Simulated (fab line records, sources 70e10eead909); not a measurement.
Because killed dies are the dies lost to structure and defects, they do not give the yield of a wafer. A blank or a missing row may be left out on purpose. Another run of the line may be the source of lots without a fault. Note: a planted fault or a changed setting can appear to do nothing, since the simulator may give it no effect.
fab line records / flow nand-harc
record: lots: 14 wafers: 42 last-day: 33
route steps=1302 shown A_SLIT@923 A_WL_FILL@968 A_CONTACT@985
lots untouched by any fault: they come from a run of this same line in which no faults occurred
start-h: hours from the record's first day to the start of the lot's first wafer shown / wait-h: hours elapsed since this lot's preceding step / " unchanged from the row above / L1.1+2: a single row standing in for several wafers / - value missing, or start not given / * or withheld: withheld / < > ~ a bound
route shown NAME@n: names a module that has steps shown in the file, with the first one's number in the route / usual: mean and standard deviation over wafers with no fault / same: alike in all rows / chamber/n: place in a boat / sites: each site's reading / _std_site: standard deviation of those values / _edge_site: the outer-site mean with the inner-site mean subtracted / radius-mm: for every site, how far away it sits from the centre of the wafer / mask NAME#n: copy n / behind: tool/chamber where the wafer was last shaped / hold: the reason the lot was held/the length of the hold in hours/how it ended / device: names the non-switching transistor (n, p or np) / end of line: the same wafers' tests at the end of the route / a step given without rows: its recipe and nothing more / killed: dies that structure and defects cost at the first sort, which is not the same as the wafer's yield / map: per-die view of a wafer (x killed, . not killed, _ where there is no die)
set.NAME: setting as actually run; set.NAME@STEP: the setting as run at that earlier step / model.NAME: the simulator's own value behind a step, which no gauge read
one table for each step of the route and one row for each wafer, over a sample of lots
services: the hour from which a tool's chamber was out of use, counted from the record's first day as start-h (under 0 if before that day), plus the number of hours and why
== steps ==
step: NHARC_A_SLIT_DEP_00
recipe: target-thk-a: 62000 temp-c: 400 material: aC
usual: throttle-valve-pct: 34.999/0.0097
lot.wafer=L226.3 tool=acl-dep-03 chamber=0 start-h=454.51 wait-h=- throttle-valve-pct=34.995
lot.wafer=L226.4 tool=acl-dep-03 chamber=0 start-h=454.51 wait-h=- throttle-valve-pct=34.991
lot.wafer=L226.5 tool=acl-dep-03 chamber=0 start-h=454.51 wait-h=- throttle-valve-pct=34.995
lot.wafer=L227.1 tool=acl-dep-02 chamber=0 start-h=454.87 wait-h=- throttle-valve-pct=35.001
lot.wafer=L227.3 tool=acl-dep-02 chamber=0 start-h=456.13 wait-h=- throttle-valve-pct=35.008
lot.wafer=L227.5 tool=acl-dep-02 chamber=0 start-h=457.38 wait-h=- throttle-valve-pct=34.999
lot.wafer=L229.1 tool=acl-dep-03 chamber=0 start-h=474.14 wait-h=- throttle-valve-pct=35.000
lot.wafer=L229.2 tool=acl-dep-03 chamber=0 start-h=474.14 wait-h=- throttle-valve-pct=35.003
lot.wafer=L229.5 tool=acl-dep-03 chamber=0 start-h=476.67 wait-h=- throttle-valve-pct=35.001
lot.wafer=L230.1 tool=acl-dep-01 chamber=0 start-h=474.18 wait-h=- throttle-valve-pct=34.994
lot.wafer=L230.2 tool=acl-dep-01 chamber=0 start-h=474.18 wait-h=- throttle-valve-pct=34.990
lot.wafer=L230.5 tool=acl-dep-01 chamber=0 start-h=476.69 wait-h=- throttle-valve-pct=35.000
lot.wafer=L231.1 tool=acl-dep-01 chamber=0 start-h=501.16 wait-h=- throttle-valve-pct=34.986
lot.wafer=L231.3 tool=acl-dep-01 chamber=0 start-h=502.41 wait-h=- throttle-valve-pct=35.013
lot.wafer=L231.5 tool=acl-dep-01 chamber=0 start-h=503.67 wait-h=- throttle-valve-pct=35.007
lot.wafer=L233.2 tool=acl-dep-03 chamber=0 start-h=547.70 wait-h=- throttle-valve-pct=34.996
lot.wafer=L233.4 tool=acl-dep-03 chamber=0 start-h=548.96 wait-h=- throttle-valve-pct=35.010
lot.wafer=L233.5 tool=acl-dep-03 chamber=0 start-h=548.96 wait-h=- throttle-valve-pct=35.010
lot.wafer=L236.2 tool=acl-dep-03 chamber=0 start-h=560.26 wait-h=- throttle-valve-pct=35.011
lot.wafer=L236.5 tool=acl-dep-03 chamber=0 start-h=562.14 wait-h=- throttle-valve-pct=35.003
lot.wafer=L236.6 tool=acl-dep-03 chamber=0 start-h=562.14 wait-h=- throttle-valve-pct=34.998
lot.wafer=L241.2 tool=acl-dep-03 chamber=0 start-h=614.17 wait-h=- throttle-valve-pct=34.999
lot.wafer=L241.4 tool=acl-dep-03 chamber=0 start-h=615.43 wait-h=- throttle-valve-pct=35.001
lot.wafer=L241.6 tool=acl-dep-03 chamber=0 start-h=616.70 wait-h=- throttle-valve-pct=35.001
lot.wafer=L244.1 tool=acl-dep-02 chamber=0 start-h=629.01 wait-h=- throttle-valve-pct=35.004
lot.wafer=L244.2 tool=acl-dep-02 chamber=0 start-h=629.01 wait-h=- throttle-valve-pct=34.993
lot.wafer=L244.4 tool=acl-dep-02 chamber=0 start-h=630.89 wait-h=- throttle-valve-pct=34.992
lot.wafer=L245.4 tool=acl-dep-03 chamber=0 start-h=637.30 wait-h=- throttle-valve-pct=34.978
lot.wafer=L245.5 tool=acl-dep-03 chamber=0 start-h=637.30 wait-h=- throttle-valve-pct=34.981
lot.wafer=L245.6 tool=acl-dep-03 chamber=0 start-h=637.30 wait-h=- throttle-valve-pct=35.001
lot.wafer=L246.2 tool=acl-dep-01 chamber=0 start-h=656.91 wait-h=- throttle-valve-pct=35.014
lot.wafer=L246.5 tool=acl-dep-01 chamber=0 start-h=658.82 wait-h=- throttle-valve-pct=35.005
lot.wafer=L246.6 tool=acl-dep-01 chamber=0 start-h=658.82 wait-h=- throttle-valve-pct=34.991
lot.wafer=L247.1 tool=acl-dep-03 chamber=0 start-h=657.37 wait-h=- throttle-valve-pct=34.999
lot.wafer=L247.2 tool=acl-dep-03 chamber=0 start-h=657.37 wait-h=- throttle-valve-pct=35.011
lot.wafer=L247.6 tool=acl-dep-03 chamber=0 start-h=660.52 wait-h=- throttle-valve-pct=35.015
lot.wafer=L248.1 tool=acl-dep-01 chamber=0 start-h=672.78 wait-h=- throttle-valve-pct=34.989
lot.wafer=L248.2 tool=acl-dep-01 chamber=0 start-h=672.78 wait-h=- throttle-valve-pct=34.990
lot.wafer=L248.5 tool=acl-dep-01 chamber=0 start-h=675.24 wait-h=- throttle-valve-pct=34.987
lot.wafer=L249.1 tool=acl-dep-02 chamber=0 start-h=675.45 wait-h=- throttle-valve-pct=35.001
lot.wafer=L249.3 tool=acl-dep-02 chamber=0 start-h=676.71 wait-h=- throttle-valve-pct=35.001
lot.wafer=L249.4 tool=acl-dep-02 chamber=0 start-h=676.71 wait-h=- throttle-valve-pct=34.998
step: NHARC_A_WL_FILL_ETCHBACK_17
recipe: target-depth-a: 40 time-s: 26.7 chemistry: Cl2/BCl3
usual: drypump-motor-current-A: 5.6/0.31 oes-product-au: 1.001/0.011 run-length-s: 48.1/0.3
lot.wafer=L226.4 tool=rie-metal-02 chamber=1 start-h=482.80 wait-h=- drypump-motor-current-A=5.7 oes-product-au=1.003 rf-hours-counter-h=- run-length-s=48.1
lot.wafer=L226.3 tool=rie-metal-02 chamber=0 start-h=482.80 wait-h=- drypump-motor-current-A=5.1 oes-product-au=1.006 rf-hours-counter-h=- run-length-s=48.9
lot.wafer=L226.5 tool=rie-metal-02 chamber=1 start-h=482.80 wait-h=- drypump-motor-current-A=5.7 oes-product-au=1.005 rf-hours-counter-h=- run-length-s=47.8
lot.wafer=L227.1 tool=rie-metal-01 chamber=0 start-h=487.22 wait-h=- drypump-motor-current-A=6.0 oes-product-au=1.013 rf-hours-counter-h=1.5 run-length-s=48.4
lot.wafer=L227.3 tool=rie-metal-01 chamber=0 start-h=487.22 wait-h=- drypump-motor-current-A=6.0 oes-product-au=1.012 rf-hours-counter-h=- run-length-s=47.7
lot.wafer=L227.5 tool=rie-metal-01 chamber=0 start-h=487.22 wait-h=- drypump-motor-current-A=6.0 oes-product-au=1.013 rf-hours-counter-h=- run-length-s=47.7
lot.wafer=L229.1 tool=rie-metal-02 chamber=0 start-h=503.57 wait-h=- drypump-motor-current-A=5.1 oes-product-au=1.002 rf-hours-counter-h=0.8 run-length-s=48.4
lot.wafer=L229.2 tool=rie-metal-02 chamber=1 start-h=503.57 wait-h=- drypump-motor-current-A=5.7 oes-product-au=0.984 rf-hours-counter-h=0.8 run-length-s=48.1
lot.wafer=L229.5 tool=rie-metal-02 chamber=1 start-h=503.57 wait-h=- drypump-motor-current-A=5.7 oes-product-au=0.992 rf-hours-counter-h=- run-length-s=48.0
lot.wafer=L230.1 tool=rie-metal-03 chamber=1 start-h=508.48 wait-h=- drypump-motor-current-A=5.8 oes-product-au=0.982 rf-hours-counter-h=2.1 run-length-s=47.6
lot.wafer=L230.2 tool=rie-metal-03 chamber=0 start-h=508.48 wait-h=- drypump-motor-current-A=5.6 oes-product-au=1.006 rf-hours-counter-h=2.6 run-length-s=47.9
lot.wafer=L230.5 tool=rie-metal-03 chamber=1 start-h=508.48 wait-h=- drypump-motor-current-A=5.8 oes-product-au=0.982 rf-hours-counter-h=- run-length-s=47.8
lot.wafer=L231.1 tool=rie-metal-01 chamber=1 start-h=530.64 wait-h=- drypump-motor-current-A=5.8 oes-product-au=1.016 rf-hours-counter-h=1.8 run-length-s=48.0
lot.wafer=L231.3 tool=rie-metal-01 chamber=0 start-h=530.64 wait-h=- drypump-motor-current-A=6.1 oes-product-au=0.993 rf-hours-counter-h=- run-length-s=48.0
lot.wafer=L231.5 tool=rie-metal-01 chamber=0 start-h=530.64 wait-h=- drypump-motor-current-A=6.1 oes-product-au=0.993 rf-hours-counter-h=- run-length-s=47.7
lot.wafer=L233.2 tool=rie-metal-02 chamber=1 start-h=579.18 wait-h=- drypump-motor-current-A=5.7 oes-product-au=1.001 rf-hours-counter-h=2.1 run-length-s=48.6
lot.wafer=L233.4 tool=rie-metal-02 chamber=0 start-h=579.18 wait-h=- drypump-motor-current-A=5.1 oes-product-au=1.013 rf-hours-counter-h=- run-length-s=37.9
lot.wafer=L233.5 tool=rie-metal-02 chamber=1 start-h=579.18 wait-h=- drypump-motor-current-A=5.7 oes-product-au=1.016 rf-hours-counter-h=- run-length-s=48.2
lot.wafer=L236.2 tool=rie-metal-02 chamber=0 start-h=589.68 wait-h=- drypump-motor-current-A=5.1 oes-product-au=1.002 rf-hours-counter-h=2.2 run-length-s=38.0
lot.wafer=L236.6 tool=rie-metal-02 chamber=0 start-h=589.68 wait-h=- drypump-motor-current-A=5.1 oes-product-au=1.006 rf-hours-counter-h=- run-length-s=37.8
lot.wafer=L236.5 tool=rie-metal-02 chamber=1 start-h=589.68 wait-h=- drypump-motor-current-A=5.7 oes-product-au=1.001 rf-hours-counter-h=- run-length-s=48.1
lot.wafer=L241.2 tool=rie-metal-01 chamber=1 start-h=643.13 wait-h=- drypump-motor-current-A=5.8 oes-product-au=1.004 rf-hours-counter-h=0.8 run-length-s=48.5
lot.wafer=L241.4 tool=rie-metal-01 chamber=0 start-h=643.13 wait-h=- drypump-motor-current-A=6.0 oes-product-au=1.019 rf-hours-counter-h=- run-length-s=47.8
lot.wafer=L241.6 tool=rie-metal-01 chamber=0 start-h=643.13 wait-h=- drypump-motor-current-A=6.0 oes-product-au=1.015 rf-hours-counter-h=- run-length-s=47.7
lot.wafer=L244.1 tool=rie-metal-03 chamber=1 start-h=662.43 wait-h=- drypump-motor-current-A=5.8 oes-product-au=0.989 rf-hours-counter-h=2.6 run-length-s=47.8
lot.wafer=L244.2 tool=rie-metal-03 chamber=0 start-h=662.43 wait-h=- drypump-motor-current-A=5.7 oes-product-au=1.002 rf-hours-counter-h=2.6 run-length-s=47.9
lot.wafer=L244.4 tool=rie-metal-03 chamber=1 start-h=662.43 wait-h=- drypump-motor-current-A=5.8 oes-product-au=0.987 rf-hours-counter-h=- run-length-s=48.2
lot.wafer=L245.4 tool=rie-metal-02 chamber=0 start-h=667.85 wait-h=- drypump-motor-current-A=5.1 oes-product-au=0.988 rf-hours-counter-h=- run-length-s=48.5
lot.wafer=L245.6 tool=rie-metal-02 chamber=1 start-h=667.85 wait-h=- drypump-motor-current-A=5.7 oes-product-au=0.988 rf-hours-counter-h=- run-length-s=48.2
lot.wafer=L245.5 tool=rie-metal-02 chamber=0 start-h=667.85 wait-h=- drypump-motor-current-A=5.1 oes-product-au=1.009 rf-hours-counter-h=- run-length-s=48.5
lot.wafer=L246.2 tool=rie-metal-03 chamber=0 start-h=686.91 wait-h=- drypump-motor-current-A=5.7 oes-product-au=1.009 rf-hours-counter-h=3.1 run-length-s=47.7
lot.wafer=L246.5 tool=rie-metal-03 chamber=1 start-h=686.91 wait-h=- drypump-motor-current-A=5.8 oes-product-au=0.994 rf-hours-counter-h=- run-length-s=47.6
lot.wafer=L246.6 tool=rie-metal-03 chamber=0 start-h=686.91 wait-h=- drypump-motor-current-A=5.7 oes-product-au=1.008 rf-hours-counter-h=- run-length-s=48.3
lot.wafer=L247.2 tool=rie-metal-02 chamber=1 start-h=686.91 wait-h=- drypump-motor-current-A=5.8 oes-product-au=0.987 rf-hours-counter-h=0.9 run-length-s=48.3
lot.wafer=L247.1 tool=rie-metal-02 chamber=0 start-h=686.91 wait-h=- drypump-motor-current-A=5.1 oes-product-au=0.996 rf-hours-counter-h=0.9 run-length-s=48.5
lot.wafer=L247.6 tool=rie-metal-02 chamber=0 start-h=686.91 wait-h=- drypump-motor-current-A=5.1 oes-product-au=0.996 rf-hours-counter-h=- run-length-s=48.5
lot.wafer=L248.2 tool=rie-metal-02 chamber=1 start-h=701.57 wait-h=- drypump-motor-current-A=5.7 oes-product-au=0.994 rf-hours-counter-h=0.9 run-length-s=48.1
lot.wafer=L248.1 tool=rie-metal-02 chamber=0 start-h=701.57 wait-h=- drypump-motor-current-A=5.1 oes-product-au=0.997 rf-hours-counter-h=0.9 run-length-s=48.7
lot.wafer=L248.5 tool=rie-metal-02 chamber=0 start-h=701.57 wait-h=- drypump-motor-current-A=5.1 oes-product-au=0.997 rf-hours-counter-h=- run-length-s=48.2
lot.wafer=L249.1 tool=rie-metal-01 chamber=1 start-h=708.03 wait-h=- drypump-motor-current-A=5.8 oes-product-au=0.999 rf-hours-counter-h=2.4 run-length-s=48.0
lot.wafer=L249.3 tool=rie-metal-01 chamber=0 start-h=708.03 wait-h=- drypump-motor-current-A=6.1 oes-product-au=1.012 rf-hours-counter-h=- run-length-s=48.6
lot.wafer=L249.4 tool=rie-metal-01 chamber=1 start-h=708.03 wait-h=- drypump-motor-current-A=5.8 oes-product-au=1.007 rf-hours-counter-h=- run-length-s=48.1
step: NHARC_A_WL_FILL_INSPECT_15
usual: raw-defect-count: 455/130
lot.wafer=L226.3 tool=defect-inspect-02 chamber=- start-h=490.86 wait-h=0.0 raw-defect-count=449
lot.wafer=L226.4 tool=defect-inspect-02 chamber=- start-h=490.86 wait-h=0.0 raw-defect-count=446
lot.wafer=L226.5 tool=defect-inspect-02 chamber=- start-h=490.86 wait-h=0.0 raw-defect-count=471
lot.wafer=L227.1 tool=defect-inspect-02 chamber=- start-h=493.71 wait-h=0.0 raw-defect-count=468
lot.wafer=L227.3 tool=defect-inspect-02 chamber=- start-h=493.71 wait-h=0.0 raw-defect-count=470
lot.wafer=L227.5 tool=defect-inspect-02 chamber=- start-h=493.71 wait-h=0.0 raw-defect-count=472
lot.wafer=L229.1 tool=defect-inspect-02 chamber=- start-h=509.95 wait-h=0.0 raw-defect-count=455
lot.wafer=L229.2 tool=defect-inspect-02 chamber=- start-h=509.95 wait-h=0.0 raw-defect-count=423
lot.wafer=L229.5 tool=defect-inspect-02 chamber=- start-h=509.95 wait-h=0.0 raw-defect-count=414
lot.wafer=L230.1 tool=defect-inspect-02 chamber=- start-h=514.97 wait-h=0.0 raw-defect-count=380
lot.wafer=L230.2 tool=defect-inspect-02 chamber=- start-h=514.97 wait-h=0.0 raw-defect-count=612
lot.wafer=L230.5 tool=defect-inspect-02 chamber=- start-h=514.97 wait-h=0.0 raw-defect-count=696
lot.wafer=L231.1 tool=defect-inspect-02 chamber=- start-h=536.92 wait-h=0.0 raw-defect-count=723
lot.wafer=L231.3 tool=defect-inspect-02 chamber=- start-h=536.92 wait-h=0.0 raw-defect-count=620
lot.wafer=L231.5 tool=defect-inspect-02 chamber=- start-h=536.92 wait-h=0.0 raw-defect-count=559
lot.wafer=L233.2 tool=defect-inspect-02 chamber=- start-h=585.47 wait-h=0.0 raw-defect-count=273
lot.wafer=L233.4 tool=defect-inspect-02 chamber=- start-h=585.47 wait-h=0.0 raw-defect-count=294
lot.wafer=L233.5 tool=defect-inspect-02 chamber=- start-h=585.47 wait-h=0.0 raw-defect-count=359
lot.wafer=L236.2 tool=defect-inspect-01 chamber=- start-h=596.00 wait-h=0.0 raw-defect-count=439
lot.wafer=L236.5 tool=defect-inspect-01 chamber=- start-h=596.00 wait-h=0.0 raw-defect-count=489
lot.wafer=L236.6 tool=defect-inspect-01 chamber=- start-h=596.00 wait-h=0.0 raw-defect-count=567
lot.wafer=L241.2 tool=defect-inspect-02 chamber=- start-h=649.42 wait-h=0.0 raw-defect-count=400
lot.wafer=L241.4 tool=defect-inspect-02 chamber=- start-h=649.42 wait-h=0.0 raw-defect-count=433
lot.wafer=L241.6 tool=defect-inspect-02 chamber=- start-h=649.42 wait-h=0.0 raw-defect-count=565
lot.wafer=L244.1 tool=defect-inspect-02 chamber=- start-h=668.67 wait-h=0.0 raw-defect-count=274
lot.wafer=L244.2 tool=defect-inspect-02 chamber=- start-h=668.67 wait-h=0.0 raw-defect-count=255
lot.wafer=L244.4 tool=defect-inspect-02 chamber=- start-h=668.67 wait-h=0.0 raw-defect-count=221
lot.wafer=L245.4 tool=defect-inspect-01 chamber=- start-h=674.17 wait-h=0.0 raw-defect-count=627
lot.wafer=L245.5 tool=defect-inspect-01 chamber=- start-h=674.17 wait-h=0.0 raw-defect-count=428
lot.wafer=L245.6 tool=defect-inspect-01 chamber=- start-h=674.17 wait-h=0.0 raw-defect-count=415
lot.wafer=L247.1 tool=defect-inspect-02 chamber=- start-h=694.23 wait-h=0.0 raw-defect-count=429
lot.wafer=L247.2 tool=defect-inspect-02 chamber=- start-h=694.23 wait-h=0.0 raw-defect-count=365
lot.wafer=L247.6 tool=defect-inspect-02 chamber=- start-h=694.23 wait-h=0.0 raw-defect-count=382
lot.wafer=L246.2 tool=defect-inspect-02 chamber=- start-h=694.28 wait-h=0.0 raw-defect-count=360
lot.wafer=L246.5 tool=defect-inspect-02 chamber=- start-h=694.28 wait-h=0.0 raw-defect-count=420
lot.wafer=L246.6 tool=defect-inspect-02 chamber=- start-h=694.28 wait-h=0.0 raw-defect-count=455
lot.wafer=L248.1 tool=defect-inspect-02 chamber=- start-h=707.91 wait-h=0.0 raw-defect-count=455
lot.wafer=L248.2 tool=defect-inspect-02 chamber=- start-h=707.91 wait-h=0.0 raw-defect-count=610
lot.wafer=L248.5 tool=defect-inspect-02 chamber=- start-h=707.91 wait-h=0.0 raw-defect-count=375
lot.wafer=L249.1 tool=defect-inspect-02 chamber=- start-h=714.25 wait-h=0.0 raw-defect-count=496
lot.wafer=L249.3 tool=defect-inspect-02 chamber=- start-h=714.25 wait-h=0.0 raw-defect-count=517
lot.wafer=L249.4 tool=defect-inspect-02 chamber=- start-h=714.25 wait-h=0.0 raw-defect-count=360
step: NHARC_A_CONTACT_DEP_28
recipe: target-thk-a: 70000 temp-c: 400 material: aC
usual: throttle-valve-pct: 35.001/0.009
lot.wafer=L226.3 tool=acl-dep-01 chamber=0 start-h=494.60 wait-h=3.1 throttle-valve-pct=35.018
lot.wafer=L226.4 tool=acl-dep-01 chamber=0 start-h=494.60 wait-h=3.1 throttle-valve-pct=35.000
lot.wafer=L226.5 tool=acl-dep-01 chamber=0 start-h=494.60 wait-h=3.1 throttle-valve-pct=34.985
lot.wafer=L227.1 tool=acl-dep-03 chamber=0 start-h=495.68 wait-h=1.3 throttle-valve-pct=35.010
lot.wafer=L227.3 tool=acl-dep-03 chamber=0 start-h=497.09 wait-h=2.8 throttle-valve-pct=35.004
lot.wafer=L227.5 tool=acl-dep-03 chamber=0 start-h=498.50 wait-h=4.2 throttle-valve-pct=35.000
lot.wafer=L229.1 tool=acl-dep-03 chamber=0 start-h=510.62 wait-h=0.1 throttle-valve-pct=34.990
lot.wafer=L229.2 tool=acl-dep-03 chamber=0 start-h=510.62 wait-h=0.1 throttle-valve-pct=35.016
lot.wafer=L229.5 tool=acl-dep-03 chamber=0 start-h=513.41 wait-h=2.8 throttle-valve-pct=35.008
lot.wafer=L230.1 tool=acl-dep-02 chamber=0 start-h=515.64 wait-h=0.1 throttle-valve-pct=35.021
lot.wafer=L230.2 tool=acl-dep-02 chamber=0 start-h=515.64 wait-h=0.1 throttle-valve-pct=34.993
lot.wafer=L230.5 tool=acl-dep-02 chamber=0 start-h=518.43 wait-h=2.8 throttle-valve-pct=35.005
lot.wafer=L231.1 tool=acl-dep-03 chamber=0 start-h=539.05 wait-h=1.5 throttle-valve-pct=34.999
lot.wafer=L231.3 tool=acl-dep-03 chamber=0 start-h=540.48 wait-h=2.9 throttle-valve-pct=34.981
lot.wafer=L231.5 tool=acl-dep-03 chamber=0 start-h=541.90 wait-h=4.4 throttle-valve-pct=34.999
lot.wafer=L233.2 tool=acl-dep-01 chamber=0 start-h=586.87 wait-h=0.8 throttle-valve-pct=34.997
lot.wafer=L233.5 tool=acl-dep-01 chamber=0 start-h=589.03 wait-h=2.9 throttle-valve-pct=34.995
lot.wafer=L236.5 tool=acl-dep-03 chamber=0 start-h=600.41 wait-h=3.8 throttle-valve-pct=35.000
lot.wafer=L241.2 tool=acl-dep-01 chamber=0 start-h=650.84 wait-h=0.8 throttle-valve-pct=34.992
lot.wafer=L241.4 tool=acl-dep-01 chamber=0 start-h=652.27 wait-h=2.2 throttle-valve-pct=34.988
lot.wafer=L241.6 tool=acl-dep-01 chamber=0 start-h=653.70 wait-h=3.7 throttle-valve-pct=35.008
lot.wafer=L244.1 tool=acl-dep-02 chamber=0 start-h=671.22 wait-h=1.9 throttle-valve-pct=34.996
lot.wafer=L244.2 tool=acl-dep-02 chamber=0 start-h=671.22 wait-h=1.9 throttle-valve-pct=35.005
lot.wafer=L244.4 tool=acl-dep-02 chamber=0 start-h=673.34 wait-h=4.0 throttle-valve-pct=34.999
lot.wafer=L245.4 tool=acl-dep-02 chamber=0 start-h=681.32 wait-h=6.5 throttle-valve-pct=34.992
lot.wafer=L245.5 tool=acl-dep-02 chamber=0 start-h=681.32 wait-h=6.5 throttle-valve-pct=34.995
lot.wafer=L245.6 tool=acl-dep-02 chamber=0 start-h=681.32 wait-h=6.5 throttle-valve-pct=35.019
lot.wafer=L247.1 tool=acl-dep-02 chamber=0 start-h=694.90 wait-h=0.1 throttle-valve-pct=35.008
lot.wafer=L247.2 tool=acl-dep-02 chamber=0 start-h=694.90 wait-h=0.1 throttle-valve-pct=35.001
lot.wafer=L247.6 tool=acl-dep-02 chamber=0 start-h=698.45 wait-h=3.6 throttle-valve-pct=35.012
lot.wafer=L246.2 tool=acl-dep-03 chamber=0 start-h=695.96 wait-h=1.1 throttle-valve-pct=35.014
lot.wafer=L246.5 tool=acl-dep-03 chamber=0 start-h=698.07 wait-h=3.2 throttle-valve-pct=34.988
lot.wafer=L246.6 tool=acl-dep-03 chamber=0 start-h=698.07 wait-h=3.2 throttle-valve-pct=34.995
lot.wafer=L248.1 tool=acl-dep-01 chamber=0 start-h=709.70 wait-h=1.2 throttle-valve-pct=35.005
lot.wafer=L248.2 tool=acl-dep-01 chamber=0 start-h=709.70 wait-h=1.2 throttle-valve-pct=34.996
lot.wafer=L248.5 tool=acl-dep-01 chamber=0 start-h=712.49 wait-h=4.0 throttle-valve-pct=35.021
lot.wafer=L249.1 tool=acl-dep-03 chamber=0 start-h=714.93 wait-h=0.1 throttle-valve-pct=35.009
lot.wafer=L249.3 tool=acl-dep-03 chamber=0 start-h=716.34 wait-h=1.5 throttle-valve-pct=34.993
lot.wafer=L249.4 tool=acl-dep-03 chamber=0 start-h=716.34 wait-h=1.5 throttle-valve-pct=35.013
== services ==
tool=rie-metal-03 chamber=1 start-h=443.08 hours=1.8 kind=repair
tool=acl-dep-02 chamber=- start-h=450.93 hours=3.9 kind=repair
tool=rie-metal-02 chamber=- start-h=454.00 hours=9.0 kind=pm
tool=rie-metal-02 chamber=0 start-h=454.00 hours=9.0 kind=vent-cycle
tool=rie-metal-02 chamber=1 start-h=454.00 hours=9.0 kind=vent-cycle
tool=rie-metal-02 chamber=0 start-h=463.00 hours=- kind=clean
tool=rie-metal-02 chamber=1 start-h=463.00 hours=- kind=clean
tool=acl-dep-03 chamber=- start-h=482.04 hours=13.0 kind=pm
tool=rie-metal-01 chamber=1 start-h=485.28 hours=32.6 kind=repair
tool=rie-metal-03 chamber=- start-h=519.00 hours=9.0 kind=pm
tool=acl-dep-01 chamber=- start-h=548.85 hours=13.0 kind=pm
tool=rie-metal-03 chamber=- start-h=566.48 hours=0.3 kind=repair
tool=rie-metal-01 chamber=- start-h=575.00 hours=9.0 kind=pm
tool=rie-metal-01 chamber=0 start-h=575.00 hours=9.0 kind=vent-cycle
tool=rie-metal-03 chamber=- start-h=588.20 hours=0.2 kind=repair
tool=acl-dep-02 chamber=- start-h=604.18 hours=13.0 kind=pm
tool=rie-metal-02 chamber=- start-h=631.00 hours=9.0 kind=pm
tool=rie-metal-02 chamber=0 start-h=631.00 hours=9.0 kind=vent-cycle
tool=rie-metal-02 chamber=1 start-h=631.00 hours=9.0 kind=vent-cycle
tool=rie-metal-02 chamber=0 start-h=640.00 hours=- kind=clean
tool=rie-metal-02 chamber=1 start-h=640.00 hours=- kind=clean
tool=rie-metal-01 chamber=0 start-h=651.95 hours=10.5 kind=repair
tool=acl-dep-03 chamber=- start-h=663.62 hours=13.0 kind=pm
tool=rie-metal-03 chamber=- start-h=696.00 hours=9.0 kind=pm
== key ==
first-sign: step: NHARC_A_WL_FILL_ETCHBACK_17 reading: run-length-s direction: down sigmas: 34 usual: * struck: *
effect none on later readings
met-at NHARC_A_WL_FILL_ETCHBACK_17
struck-lots L233,L236
struck-wafers L233.4,L236.2,L236.6
later-rows-left-out L233.4,L236.2,L236.6
sort-left-out L233.4,L236.2,L236.6
tester-left-out L233,L236
not-acting-at NHARC_A_SLIT_DEP_00,NHARC_A_WL_FILL_INSPECT_15,NHARC_A_CONTACT_DEP_28
onset-between 503.57 579.18
fault: kind: process-parameter-drift tool: rie-metal-02 chamber: 0 onset-h: 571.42 steps: NHARC_A_WL_FILL_ETCHBACK_17 channel: time-s offset: * shape: step end-h: 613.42 acts-in: * stated: *
tester-left-out: of these lots the tester's yield and bins aren't shown, on N5 and GAA mostly nor the transistor test; their killed dies are dies lost to structure and defects alone, not to doping, threshold or leakage, so they don't give the yield
sort-left-out: the simulated sort isn't trusted on such a fault, so these wafers' sort isn't shown, and their yield isn't known
later-rows-left-out: the simulator's readings of these wafers behind a module that went badly wrong aren't trusted and aren't shown, but for the sort
